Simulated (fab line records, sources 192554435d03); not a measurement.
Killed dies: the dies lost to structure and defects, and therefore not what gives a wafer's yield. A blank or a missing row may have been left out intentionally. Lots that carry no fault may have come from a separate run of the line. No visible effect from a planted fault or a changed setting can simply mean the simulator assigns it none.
fab line records || flow n5Finfet
[record] {"lots": 6, "wafers": 18, "lastDay": 18}
route steps=1938 shown BEOL_M2@841
lots with no fault: from the same line, run without faults
startH: start of the lot's first displayed wafer, in hours after the record's first day || waitH: hours from the lot's prior step to this one || " same as the row above || L1.1+2: a row that stands for several wafers || - no value, or no start was given || * or withheld: withheld || < > ~ a bound
route shown NAME@n: NAME is a module with steps in the file, n the number in the route of the first one || usual: mean and standard deviation over wafers with no fault || same: alike in all rows || chamber/n: place in a boat || sites: per-site readings || _std_site: the values' standard deviation || _edge_site: inner sites' mean taken away from outer sites' mean || radiusMm: for every site, how far away it sits from the centre of the wafer || mask NAME#n: copy n || behind: the tool/chamber that last shaped the wafer || hold: why the lot went on hold/how many hours it stayed there/how the hold came to an end || device: the n, p or np transistor that did not switch || end of line: tests run on the same wafers once the route is complete || step lacking rows: just its recipe || killed: at the first sort, the dies lost to defects and structure; wafer yield is something else || map: dies across one wafer; x = killed, . = not, _ = none there
set.NAME: the run value of the setting; set.NAME@STEP: its run value at that earlier step || model.NAME: the simulator's own value behind a step, which no gauge read
a table for each step, a row for each wafer; lots at some steps of the route
services: a tool's chamber out of use, with start hour (startH, from the record's first day; less than 0 if before it), hours out, and reason
[[steps]]
[step N5_BEOL_M2_ILD_DEP_00]
[recipe] {"material": "SiOC", "targetThkA": 790, "tempC": 350, "precursor": "DEMS/O2", "pressureTorr": 5, "rfW": 500, "timeS": 15.3}
[usual] {"heaterPowerW": "447/71", "showerheadPlenumPTorr": "5.695/0.016", "showerheadVppV": "1403/77", "throttleValvePct": "11.7/0.7"}
{"lot.wafer": "L348.3", "tool": "pecvd-04", "chamber": 0, "startH": 154.35, "waitH": 0.1, "heaterPowerW": 481, "showerheadPlenumPTorr": 5.726, "showerheadVppV": 1515, "throttleValvePct": 11.2}
{"lot.wafer": "L348.4", "tool": "pecvd-04", "chamber": 1, "startH": 154.35, "waitH": 0.1, "heaterPowerW": 608, "showerheadPlenumPTorr": 5.716, "showerheadVppV": 1569, "throttleValvePct": 12.7}
{"lot.wafer": "L348.5", "tool": "pecvd-04", "chamber": 1, "startH": 154.35, "waitH": 0.1, "heaterPowerW": 606, "showerheadPlenumPTorr": 5.704, "showerheadVppV": 1542, "throttleValvePct": 12.1}
{"lot.wafer": "L354.1", "tool": "pecvd-02", "chamber": 1, "startH": 186.37, "waitH": 0.0, "heaterPowerW": 369, "showerheadPlenumPTorr": 5.675, "showerheadVppV": 1418, "throttleValvePct": 11.7}
{"lot.wafer": "L354.2", "tool": "pecvd-02", "chamber": 0, "startH": 186.37, "waitH": 0.0, "heaterPowerW": 447, "showerheadPlenumPTorr": 5.684, "showerheadVppV": 1450, "throttleValvePct": 12.4}
{"lot.wafer": "L354.5", "tool": "pecvd-02", "chamber": 0, "startH": 186.37, "waitH": 0.0, "heaterPowerW": 444, "showerheadPlenumPTorr": 5.690, "showerheadVppV": 1462, "throttleValvePct": 12.5}
{"lot.wafer": "L355.2", "tool": "pecvd-01", "chamber": 2, "startH": 196.23, "waitH": 0.0, "heaterPowerW": 459, "showerheadPlenumPTorr": 5.688, "showerheadVppV": 1387, "throttleValvePct": 11.1}
{"lot.wafer": "L355.3", "tool": "pecvd-01", "chamber": 1, "startH": 196.23, "waitH": 0.0, "heaterPowerW": 585, "showerheadPlenumPTorr": 5.691, "showerheadVppV": 1331, "throttleValvePct": 12.7}
{"lot.wafer": "L355.5", "tool": "pecvd-01", "chamber": 1, "startH": 196.23, "waitH": 0.0, "heaterPowerW": 600, "showerheadPlenumPTorr": 5.701, "showerheadVppV": 1323, "throttleValvePct": 12.6}
{"lot.wafer": "L360.1", "tool": "pecvd-02", "chamber": 2, "startH": 223.43, "waitH": 0.0, "heaterPowerW": 520, "showerheadPlenumPTorr": 5.715, "showerheadVppV": 1293, "throttleValvePct": 10.7}
{"lot.wafer": "L360.2", "tool": "pecvd-02", "chamber": 1, "startH": 223.43, "waitH": 0.0, "heaterPowerW": 366, "showerheadPlenumPTorr": 5.689, "showerheadVppV": 1432, "throttleValvePct": 11.8}
{"lot.wafer": "L360.5", "tool": "pecvd-02", "chamber": 1, "startH": 223.43, "waitH": 0.0, "heaterPowerW": 359, "showerheadPlenumPTorr": 5.676, "showerheadVppV": 1425, "throttleValvePct": 12.1}
{"lot.wafer": "L364.1", "tool": "pecvd-02", "chamber": 0, "startH": 241.58, "waitH": 0.0, "heaterPowerW": 407, "showerheadPlenumPTorr": 5.694, "showerheadVppV": 1487, "throttleValvePct": 12.3}
{"lot.wafer": "L364.3", "tool": "pecvd-02", "chamber": 2, "startH": 241.58, "waitH": 0.0, "heaterPowerW": 517, "showerheadPlenumPTorr": 5.707, "showerheadVppV": 1335, "throttleValvePct": 10.9}
{"lot.wafer": "L364.6", "tool": "pecvd-02", "chamber": 1, "startH": 241.58, "waitH": 0.0, "heaterPowerW": 362, "showerheadPlenumPTorr": 5.681, "showerheadVppV": 1418, "throttleValvePct": 11.7}
{"lot.wafer": "L366.1", "tool": "pecvd-02", "chamber": 2, "startH": 263.92, "waitH": 0.0, "heaterPowerW": 515, "showerheadPlenumPTorr": 5.714, "showerheadVppV": 1325, "throttleValvePct": 10.8}
{"lot.wafer": "L366.4", "tool": "pecvd-02", "chamber": 1, "startH": 263.92, "waitH": 0.0, "heaterPowerW": 389, "showerheadPlenumPTorr": 5.691, "showerheadVppV": 1435, "throttleValvePct": 12.1}
{"lot.wafer": "L366.6", "tool": "pecvd-02", "chamber": 2, "startH": 263.92, "waitH": 0.0, "heaterPowerW": 502, "showerheadPlenumPTorr": 5.696, "showerheadVppV": 1315, "throttleValvePct": 10.9}
[step N5_BEOL_M2_THK_MEAS_01]
[recipe] {"reads": "SiOC_of_BEOL_M2_ILD_DEP_00"}
[usual] {"M2_ILD_THK": "79.7/1.2"}
{"lot.wafer": "L348.3", "tool": "filmMetro-01", "chamber": "-", "startH": 154.41, "waitH": 0.1, "M2_ILD_THK[nm]": 78.5}
{"lot.wafer": "L348.4", "tool": "filmMetro-01", "chamber": "-", "startH": 154.41, "waitH": 0.1, "M2_ILD_THK[nm]": 77.5}
{"lot.wafer": "L348.5", "tool": "filmMetro-01", "chamber": "-", "startH": 154.41, "waitH": 0.1, "M2_ILD_THK[nm]": 77.4}
{"lot.wafer": "L354.1", "tool": "filmMetro-02", "chamber": "-", "startH": 186.44, "waitH": 0.0, "M2_ILD_THK[nm]": 79.0}
{"lot.wafer": "L354.2", "tool": "filmMetro-02", "chamber": "-", "startH": 186.44, "waitH": 0.0, "M2_ILD_THK[nm]": 79.2}
{"lot.wafer": "L354.5", "tool": "filmMetro-02", "chamber": "-", "startH": 186.44, "waitH": 0.0, "M2_ILD_THK[nm]": 80.6}
{"lot.wafer": "L355.2", "tool": "filmMetro-01", "chamber": "-", "startH": 196.30, "waitH": 0.1, "M2_ILD_THK[nm]": 79.2}
{"lot.wafer": "L355.3", "tool": "filmMetro-01", "chamber": "-", "startH": 196.30, "waitH": 0.1, "M2_ILD_THK[nm]": 78.2}
{"lot.wafer": "L355.5", "tool": "filmMetro-01", "chamber": "-", "startH": 196.30, "waitH": 0.1, "M2_ILD_THK[nm]": 80.0}
{"lot.wafer": "L360.1", "tool": "filmMetro-02", "chamber": "-", "startH": 223.50, "waitH": 0.0, "M2_ILD_THK[nm]": 79.0}
{"lot.wafer": "L360.2", "tool": "filmMetro-02", "chamber": "-", "startH": 223.50, "waitH": 0.0, "M2_ILD_THK[nm]": 79.3}
{"lot.wafer": "L360.5", "tool": "filmMetro-02", "chamber": "-", "startH": 223.50, "waitH": 0.0, "M2_ILD_THK[nm]": 80.8}
{"lot.wafer": "L364.1", "tool": "filmMetro-02", "chamber": "-", "startH": 241.65, "waitH": 0.0, "M2_ILD_THK[nm]": 79.4}
{"lot.wafer": "L364.3", "tool": "filmMetro-02", "chamber": "-", "startH": 241.65, "waitH": 0.0, "M2_ILD_THK[nm]": 80.5}
{"lot.wafer": "L364.6", "tool": "filmMetro-02", "chamber": "-", "startH": 241.65, "waitH": 0.0, "M2_ILD_THK[nm]": 80.5}
{"lot.wafer": "L366.1", "tool": "filmMetro-01", "chamber": "-", "startH": 263.99, "waitH": 0.0, "M2_ILD_THK[nm]": 78.1}
{"lot.wafer": "L366.4", "tool": "filmMetro-01", "chamber": "-", "startH": 263.99, "waitH": 0.0, "M2_ILD_THK[nm]": 79.9}
{"lot.wafer": "L366.6", "tool": "filmMetro-01", "chamber": "-", "startH": 263.99, "waitH": 0.0, "M2_ILD_THK[nm]": 79.3}
[step N5_BEOL_M2_PECVD_72]
[recipe] {"material": "SiO2", "targetThkA": 160, "tempC": 400, "precursor": "TEOS/O2", "pressureTorr": 5.5, "rfW": 450, "teosFlowSccm": 53.8, "gas": "O2", "flowSccm": 3000, "timeS": 18}
[usual] {"heaterPowerW": "716/100", "showerheadPlenumPTorr": "8.81/0.055", "showerheadVppV": "1344/77", "throttleValvePct": "22.0/1.2"}
{"lot.wafer": "L348.3", "tool": "pecvd-04", "chamber": 1, "startH": 154.47, "waitH": 0.1, "heaterPowerW": 875, "showerheadPlenumPTorr": 8.81, "showerheadVppV": 1450, "throttleValvePct": 23.0}
{"lot.wafer": "L348.4", "tool": "pecvd-04", "chamber": 0, "startH": 154.47, "waitH": 0.1, "heaterPowerW": 702, "showerheadPlenumPTorr": 8.91, "showerheadVppV": 1381, "throttleValvePct": 21.3}
{"lot.wafer": "L348.5", "tool": "pecvd-04", "chamber": 1, "startH": 154.47, "waitH": 0.1, "heaterPowerW": 859, "showerheadPlenumPTorr": 8.83, "showerheadVppV": 1466, "throttleValvePct": 23.1}
{"lot.wafer": "L354.1", "tool": "pecvd-04", "chamber": 2, "startH": 186.47, "waitH": 0.0, "heaterPowerW": 788, "showerheadPlenumPTorr": 8.82, "showerheadVppV": 1335, "throttleValvePct": 20.3}
{"lot.wafer": "L354.2", "tool": "pecvd-04", "chamber": 0, "startH": 186.47, "waitH": 0.0, "heaterPowerW": 619, "showerheadPlenumPTorr": 8.90, "showerheadVppV": 1395, "throttleValvePct": 21.2}
{"lot.wafer": "L354.5", "tool": "pecvd-04", "chamber": 1, "startH": 186.47, "waitH": 0.0, "heaterPowerW": 845, "showerheadPlenumPTorr": 8.83, "showerheadVppV": 1486, "throttleValvePct": 23.0}
{"lot.wafer": "L355.2", "tool": "pecvd-02", "chamber": 1, "startH": 196.34, "waitH": 0.0, "heaterPowerW": 545, "showerheadPlenumPTorr": 8.67, "showerheadVppV": 1335, "throttleValvePct": 22.3}
{"lot.wafer": "L355.3", "tool": "pecvd-02", "chamber": 2, "startH": 196.34, "waitH": 0.0, "heaterPowerW": 748, "showerheadPlenumPTorr": 8.83, "showerheadVppV": 1247, "throttleValvePct": 20.1}
{"lot.wafer": "L355.5", "tool": "pecvd-02", "chamber": 1, "startH": 196.34, "waitH": 0.0, "heaterPowerW": 538, "showerheadPlenumPTorr": 8.66, "showerheadVppV": 1336, "throttleValvePct": 22.3}
{"lot.wafer": "L360.1", "tool": "pecvd-01", "chamber": 2, "startH": 223.53, "waitH": 0.0, "heaterPowerW": 656, "showerheadPlenumPTorr": 8.81, "showerheadVppV": 1328, "throttleValvePct": 20.5}
{"lot.wafer": "L360.2", "tool": "pecvd-01", "chamber": 0, "startH": 223.53, "waitH": 0.0, "heaterPowerW": 740, "showerheadPlenumPTorr": 8.85, "showerheadVppV": 1287, "throttleValvePct": 22.2}
{"lot.wafer": "L360.5", "tool": "pecvd-01", "chamber": 0, "startH": 223.53, "waitH": 0.0, "heaterPowerW": 736, "showerheadPlenumPTorr": 8.82, "showerheadVppV": 1260, "throttleValvePct": 21.8}
{"lot.wafer": "L364.1", "tool": "pecvd-01", "chamber": 1, "startH": 241.68, "waitH": 0.0, "heaterPowerW": 903, "showerheadPlenumPTorr": 8.77, "showerheadVppV": 1261, "throttleValvePct": 23.6}
{"lot.wafer": "L364.3", "tool": "pecvd-01", "chamber": 0, "startH": 241.68, "waitH": 0.0, "heaterPowerW": 669, "showerheadPlenumPTorr": 8.81, "showerheadVppV": 1271, "throttleValvePct": 21.9}
{"lot.wafer": "L364.6", "tool": "pecvd-01", "chamber": 2, "startH": 241.68, "waitH": 0.0, "heaterPowerW": 747, "showerheadPlenumPTorr": 8.79, "showerheadVppV": 1317, "throttleValvePct": 20.7}
{"lot.wafer": "L366.1", "tool": "pecvd-01", "chamber": 2, "startH": 264.03, "waitH": 0.0, "heaterPowerW": 638, "showerheadPlenumPTorr": 8.78, "showerheadVppV": 1331, "throttleValvePct": 20.7}
{"lot.wafer": "L366.4", "tool": "pecvd-01", "chamber": 2, "startH": 264.03, "waitH": 0.0, "heaterPowerW": 646, "showerheadPlenumPTorr": 8.81, "showerheadVppV": 1330, "throttleValvePct": 20.9}
{"lot.wafer": "L366.6", "tool": "pecvd-01", "chamber": 1, "startH": 264.03, "waitH": 0.0, "heaterPowerW": 867, "showerheadPlenumPTorr": 8.78, "showerheadVppV": 1238, "throttleValvePct": 23.7}
[step N5_BEOL_M2_HM_DEP_02]
[recipe] {"material": "TiN", "targetThkA": 200, "tempC": 25, "chamberPressurePa": 0.49996}
[usual] {"throttleValvePct": "30.0/1"}
{"lot.wafer": "L348.3", "tool": "pvdSputter-03", "chamber": "-", "startH": 157.04, "waitH": 2.6, "throttleValvePct": 30.2}
{"lot.wafer": "L348.4", "tool": "pvdSputter-03", "chamber": "-", "startH": 157.04, "waitH": 2.6, "throttleValvePct": 30.1}
{"lot.wafer": "L348.5", "tool": "pvdSputter-03", "chamber": "-", "startH": 157.04, "waitH": 2.6, "throttleValvePct": 29.6}
{"lot.wafer": "L354.1", "tool": "pvdSputter-02", "chamber": "-", "startH": 188.52, "waitH": 2.0, "throttleValvePct": 31.7}
{"lot.wafer": "L354.2", "tool": "pvdSputter-02", "chamber": "-", "startH": 188.52, "waitH": 2.0, "throttleValvePct": 30.3}
{"lot.wafer": "L354.5", "tool": "pvdSputter-02", "chamber": "-", "startH": 188.52, "waitH": 2.0, "throttleValvePct": 29.3}
{"lot.wafer": "L355.2", "tool": "pvdSputter-03", "chamber": "-", "startH": 197.35, "waitH": 1.0, "throttleValvePct": 29.7}
{"lot.wafer": "L355.3", "tool": "pvdSputter-03", "chamber": "-", "startH": 197.35, "waitH": 1.0, "throttleValvePct": 28.5}
{"lot.wafer": "L355.5", "tool": "pvdSputter-03", "chamber": "-", "startH": 197.35, "waitH": 1.0, "throttleValvePct": 30.1}
{"lot.wafer": "L360.1", "tool": "pvdSputter-02", "chamber": "-", "startH": 224.11, "waitH": 0.6, "throttleValvePct": 31.9}
{"lot.wafer": "L360.2", "tool": "pvdSputter-02", "chamber": "-", "startH": 224.11, "waitH": 0.6, "throttleValvePct": 29.5}
{"lot.wafer": "L360.5", "tool": "pvdSputter-02", "chamber": "-", "startH": 224.11, "waitH": 0.6, "throttleValvePct": 29.0}
{"lot.wafer": "L364.1", "tool": "pvdSputter-02", "chamber": "-", "startH": 241.74, "waitH": 0.0, "throttleValvePct": 30.5}
{"lot.wafer": "L364.3", "tool": "pvdSputter-02", "chamber": "-", "startH": 241.74, "waitH": 0.0, "throttleValvePct": 29.4}
{"lot.wafer": "L364.6", "tool": "pvdSputter-02", "chamber": "-", "startH": 241.74, "waitH": 0.0, "throttleValvePct": 32.0}
{"lot.wafer": "L366.1", "tool": "pvdSputter-02", "chamber": "-", "startH": 264.98, "waitH": 0.9, "throttleValvePct": 29.3}
{"lot.wafer": "L366.4", "tool": "pvdSputter-02", "chamber": "-", "startH": 264.98, "waitH": 0.9, "throttleValvePct": 30.2}
{"lot.wafer": "L366.6", "tool": "pvdSputter-02", "chamber": "-", "startH": 264.98, "waitH": 0.9, "throttleValvePct": 30.2}
[step N5_BEOL_M2_COAT_61]
[recipe] {"resist": "SOC", "tempC": 250, "timeS": 60, "spinRpm": 1500, "resistThkNm": 60}
[step N5_BEOL_M2_COAT_62]
[recipe] {"resist": "SiARC", "tempC": 220, "timeS": 60, "spinRpm": 1500, "resistThkNm": 12}
[step N5_BEOL_M2_COAT_73]
[recipe] {"resist": "underlayer", "tempC": 205, "timeS": 60, "spinRpm": 1500, "resistThkNm": 5}
[step N5_BEOL_M2_COAT_05]
[recipe] {"resist": "CAR-EUV", "spinRpm": 1500, "resistThkNm": 30}
[step N5_BEOL_M2_EBR_07]
[recipe] {"solvent": "PGMEA", "ebrWidthMm": 1.5}
[step N5_BEOL_M2_SOFTBAKE_06]
[recipe] {"tempC": 110, "timeS": 60, "resist": "CAR-EUV"}
[step N5_BEOL_M2_EXPOSE_08]
[recipe] {"maskId": "M2", "na": 0.33, "sourceShape": "dipole", "sigmaInner": 0.369, "sigmaOuter": 0.767, "polarization": "unpolarized", "doseMj": 41.25}
[step N5_BEOL_M2_PEB_09]
[recipe] {"pebTempC": 100, "pebTimeS": 60, "resist": "CAR-EUV"}
[step N5_BEOL_M2_DEVELOP_10]
[recipe] {"developTimeS": 30, "developer": "TMAH", "resist": "CAR-EUV", "rinseLiquid": "surfactantRinse", "dry": "airSpin", "devTempC": 23}
[usual] {"chillPlateTempC": "23.02/0.1", "developTimeS": "30/0"}
{"lot.wafer": "L348.3", "tool": "lithoTrack-02", "chamber": 0, "startH": 157.50, "waitH": "-", "chillPlateTempC": 23.09, "developTimeS": 30, "model.CAR-EUV_of_BEOL_M2_COAT_05.thkNm": 29.6}
{"lot.wafer": "L348.4", "tool": "lithoTrack-02", "chamber": 0, "startH": 157.50, "waitH": "-", "chillPlateTempC": 23.10, "developTimeS": 30, "model.CAR-EUV_of_BEOL_M2_COAT_05.thkNm": 29.6}
{"lot.wafer": "L348.5", "tool": "lithoTrack-02", "chamber": 0, "startH": 157.50, "waitH": "-", "chillPlateTempC": 23.03, "developTimeS": 30, "model.CAR-EUV_of_BEOL_M2_COAT_05.thkNm": 29.6}
{"lot.wafer": "L354.1", "tool": "lithoTrack-04", "chamber": "-", "startH": 188.86, "waitH": "-", "chillPlateTempC": "-", "developTimeS": "-", "model.CAR-EUV_of_BEOL_M2_COAT_05.thkNm": 30}
{"lot.wafer": "L354.2", "tool": "lithoTrack-04", "chamber": "-", "startH": 188.86, "waitH": "-", "chillPlateTempC": "-", "developTimeS": "-", "model.CAR-EUV_of_BEOL_M2_COAT_05.thkNm": 30}
{"lot.wafer": "L354.5", "tool": "lithoTrack-04", "chamber": "-", "startH": 188.86, "waitH": "-", "chillPlateTempC": "-", "developTimeS": "-", "model.CAR-EUV_of_BEOL_M2_COAT_05.thkNm": 29.8}
{"lot.wafer": "L355.2", "tool": "lithoTrack-04", "chamber": "-", "startH": 197.68, "waitH": "-", "chillPlateTempC": "-", "developTimeS": "-", "model.CAR-EUV_of_BEOL_M2_COAT_05.thkNm": 30}
{"lot.wafer": "L355.3", "tool": "lithoTrack-04", "chamber": "-", "startH": 197.68, "waitH": "-", "chillPlateTempC": "-", "developTimeS": "-", "model.CAR-EUV_of_BEOL_M2_COAT_05.thkNm": 30}
{"lot.wafer": "L355.5", "tool": "lithoTrack-04", "chamber": "-", "startH": 197.68, "waitH": "-", "chillPlateTempC": "-", "developTimeS": "-", "model.CAR-EUV_of_BEOL_M2_COAT_05.thkNm": 30}
{"lot.wafer": "L360.1", "tool": "lithoTrack-01", "chamber": 0, "startH": 224.57, "waitH": "-", "chillPlateTempC": 22.99, "developTimeS": 30, "model.CAR-EUV_of_BEOL_M2_COAT_05.thkNm": 29.8}
{"lot.wafer": "L360.2", "tool": "lithoTrack-01", "chamber": 0, "startH": 224.57, "waitH": "-", "chillPlateTempC": 23.04, "developTimeS": 30, "model.CAR-EUV_of_BEOL_M2_COAT_05.thkNm": 29.8}
{"lot.wafer": "L360.5", "tool": "lithoTrack-01", "chamber": 0, "startH": 224.57, "waitH": "-", "chillPlateTempC": 23.04, "developTimeS": 30, "model.CAR-EUV_of_BEOL_M2_COAT_05.thkNm": 29.6}
{"lot.wafer": "L364.1", "tool": "lithoTrack-02", "chamber": 0, "startH": 242.20, "waitH": "-", "chillPlateTempC": 23.09, "developTimeS": 30, "model.CAR-EUV_of_BEOL_M2_COAT_05.thkNm": 29.4}
{"lot.wafer": "L364.3", "tool": "lithoTrack-02", "chamber": 0, "startH": 242.20, "waitH": "-", "chillPlateTempC": 23.05, "developTimeS": 30, "model.CAR-EUV_of_BEOL_M2_COAT_05.thkNm": 29.6}
{"lot.wafer": "L364.6", "tool": "lithoTrack-02", "chamber": 0, "startH": 242.20, "waitH": "-", "chillPlateTempC": 23.12, "developTimeS": 30, "model.CAR-EUV_of_BEOL_M2_COAT_05.thkNm": 29.4}
{"lot.wafer": "L366.1", "tool": "lithoTrack-04", "chamber": 0, "startH": 265.32, "waitH": "-", "chillPlateTempC": 22.96, "developTimeS": 30, "model.CAR-EUV_of_BEOL_M2_COAT_05.thkNm": 29.6}
{"lot.wafer": "L366.4", "tool": "lithoTrack-04", "chamber": 0, "startH": 265.32, "waitH": "-", "chillPlateTempC": 22.94, "developTimeS": 30, "model.CAR-EUV_of_BEOL_M2_COAT_05.thkNm": 29.6}
{"lot.wafer": "L366.6", "tool": "lithoTrack-04", "chamber": 0, "startH": 265.32, "waitH": "-", "chillPlateTempC": 22.91, "developTimeS": 30, "model.CAR-EUV_of_BEOL_M2_COAT_05.thkNm": 29.6}
[step N5_BEOL_M2_CD_MEAS_11]
[recipe] {"targetCdNm": 16.79, "landingEnergyEv": 500, "detector": "seInlens", "polarity": "opening"}
[usual] {"cdNm": "16.75/0.23"}
[same] {"landingEnergyEv": 500}
{"lot.wafer": "L348.3", "tool": "cdSem-02", "chamber": 0, "startH": 157.56, "waitH": "-", "cdNm": 16.65}
{"lot.wafer": "L348.4", "tool": "cdSem-02", "chamber": 0, "startH": 157.56, "waitH": "-", "cdNm": 16.38}
{"lot.wafer": "L348.5", "tool": "cdSem-02", "chamber": 0, "startH": 157.56, "waitH": "-", "cdNm": 16.56}
{"lot.wafer": "L354.1", "tool": "cdSem-03", "chamber": 0, "startH": 188.92, "waitH": "-", "cdNm": "-"}
{"lot.wafer": "L354.2", "tool": "cdSem-03", "chamber": 0, "startH": 188.92, "waitH": "-", "cdNm": "-"}
{"lot.wafer": "L354.5", "tool": "cdSem-03", "chamber": 0, "startH": 188.92, "waitH": "-", "cdNm": "-"}
{"lot.wafer": "L355.2", "tool": "cdSem-01", "chamber": 0, "startH": 197.74, "waitH": "-", "cdNm": "-"}
{"lot.wafer": "L355.3", "tool": "cdSem-01", "chamber": 0, "startH": 197.74, "waitH": "-", "cdNm": "-"}
{"lot.wafer": "L355.5", "tool": "cdSem-01", "chamber": 0, "startH": 197.74, "waitH": "-", "cdNm": "-"}
{"lot.wafer": "L360.1", "tool": "cdSem-03", "chamber": 0, "startH": 224.63, "waitH": "-", "cdNm": 16.83}
{"lot.wafer": "L360.2", "tool": "cdSem-03", "chamber": 0, "startH": 224.63, "waitH": "-", "cdNm": 16.52}
{"lot.wafer": "L360.5", "tool": "cdSem-03", "chamber": 0, "startH": 224.63, "waitH": "-", "cdNm": 16.74}
{"lot.wafer": "L364.1", "tool": "cdSem-01", "chamber": 0, "startH": 242.26, "waitH": "-", "cdNm": 16.70}
{"lot.wafer": "L364.3", "tool": "cdSem-01", "chamber": 0, "startH": 242.26, "waitH": "-", "cdNm": 16.59}
{"lot.wafer": "L364.6", "tool": "cdSem-01", "chamber": 0, "startH": 242.26, "waitH": "-", "cdNm": 17.04}
{"lot.wafer": "L366.1", "tool": "cdSem-02", "chamber": 0, "startH": 265.38, "waitH": "-", "cdNm": 16.30}
{"lot.wafer": "L366.4", "tool": "cdSem-02", "chamber": 0, "startH": 265.38, "waitH": "-", "cdNm": 16.13}
{"lot.wafer": "L366.6", "tool": "cdSem-02", "chamber": 0, "startH": 265.38, "waitH": "-", "cdNm": 16.71}
[[services]]
{"tool": "pecvd-02", "chamber": "-", "startH": 144.48, "hours": 2.8, "kind": "pm"}
{"tool": "pecvd-04", "chamber": 2, "startH": 150.65, "hours": 5.5, "kind": "scheduledDown"}
{"tool": "pecvd-02", "chamber": 0, "startH": 159.36, "hours": 2.1, "kind": "scheduledDown"}
{"tool": "pecvd-02", "chamber": "-", "startH": 177.29, "hours": 1.3, "kind": "repair"}
{"tool": "pecvd-04", "chamber": 2, "startH": 179.89, "hours": 4.6, "kind": "scheduledDown"}
{"tool": "pecvd-01", "chamber": 2, "startH": 187.71, "hours": 5.5, "kind": "scheduledDown"}
{"tool": "pecvd-02", "chamber": 0, "startH": 199.26, "hours": 5.5, "kind": "scheduledDown"}
{"tool": "pecvd-04", "chamber": 2, "startH": 233.81, "hours": 14.8, "kind": "repair"}
{"tool": "pecvd-04", "chamber": "-", "startH": 237.05, "hours": 0.8, "kind": "repair"}
{"tool": "pecvd-04", "chamber": "-", "startH": 264.72, "hours": 2.1, "kind": "repair"}
[[key]]
[firstSign] {"step": "N5_BEOL_M2_DEVELOP_10", "reading": "toolRecord", "direction": "missing"}
effect none on later readings
[modelEffect] {"step": "N5_BEOL_M2_DEVELOP_10", "value": "CAR-EUV_of_BEOL_M2_COAT_05.thkNm", "without": 29.47, "struck": 29.97}
metAt N5_BEOL_M2_DEVELOP_10
struckWafers L354.1,L354.2,L354.5,L355.2,L355.3,L355.5
laterRowsLeftOut L354.1,L354.2,L354.5,L355.2,L355.3,L355.5
sortLeftOut L354.1,L354.2,L354.5,L355.2,L355.3,L355.5
[fault] {"kind": "skippedStepWhole", "tool": "lithoTrack-04", "chamber": "-", "onsetH": 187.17, "steps": "N5_BEOL_M2_DEVELOP_10", "scope": "struckLotsOnly"}
// sortLeftOut: the simulated sort isn't trusted on such a fault, so these wafers' sort isn't shown, and their yield isn't known
// laterRowsLeftOut: the simulator's readings of these wafers behind a module that went badly wrong aren't trusted and aren't shown, but for the sort
